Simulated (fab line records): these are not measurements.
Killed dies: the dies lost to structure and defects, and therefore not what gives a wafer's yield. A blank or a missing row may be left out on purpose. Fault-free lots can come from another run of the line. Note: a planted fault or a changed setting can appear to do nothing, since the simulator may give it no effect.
Matching of chambers -- flow n5 finfet -- rie diel-06 running N5_BEOL_M4_STRIP_36: 4 sister chambers
The step strips in N2/H2. 4 wafers are shown with their chamber, then 7 later ones without.

EACH WAFER AND ITS CHAMBER
wafer,chamber,showerhead plenum p Torr (Torr)
L076.4,2,2.56
L081.5,0,2.51
L085.2,1,2.61
L085.4,3,2.55

WAFERS WHOSE CHAMBER IS MISSING
wafer,showerhead plenum p Torr (Torr)
L085.5,2.55
L087.3,2.50
L087.4,2.61
L087.5,2.55
L090.2,2.50
L090.5,2.60
L090.6,2.55

EACH ONE'S CHAMBER
wafer,from the rows above,in truth
L085.5,can't be placed: 3 or 2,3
L087.3,0,0
L087.4,1,1
L087.5,can't be placed: 3 or 2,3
L090.2,0,0
L090.5,1,1
L090.6,can't be placed: 3 or 2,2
Correct placement for 4 of the 7. Unplaceable from these rows: 3, with the true chamber sitting among the candidates in 3. Placed wrongly: 0.
How it was worked out, from the rows above alone: a wafer's distance from a chamber is the root of the sum, over the readings, of the square of ((its reading less the chamber's mean) divided by the reading's scatter). If the next closest chamber is less than 2 further off than the closest, the wafer can't be placed; otherwise it belongs to the closest. For every chamber, the mean is computed from those of its wafers that are shown. The scatter: root of mean squared gap, hidden wafer to nearest shown wafer, with one shown wafer a chamber.
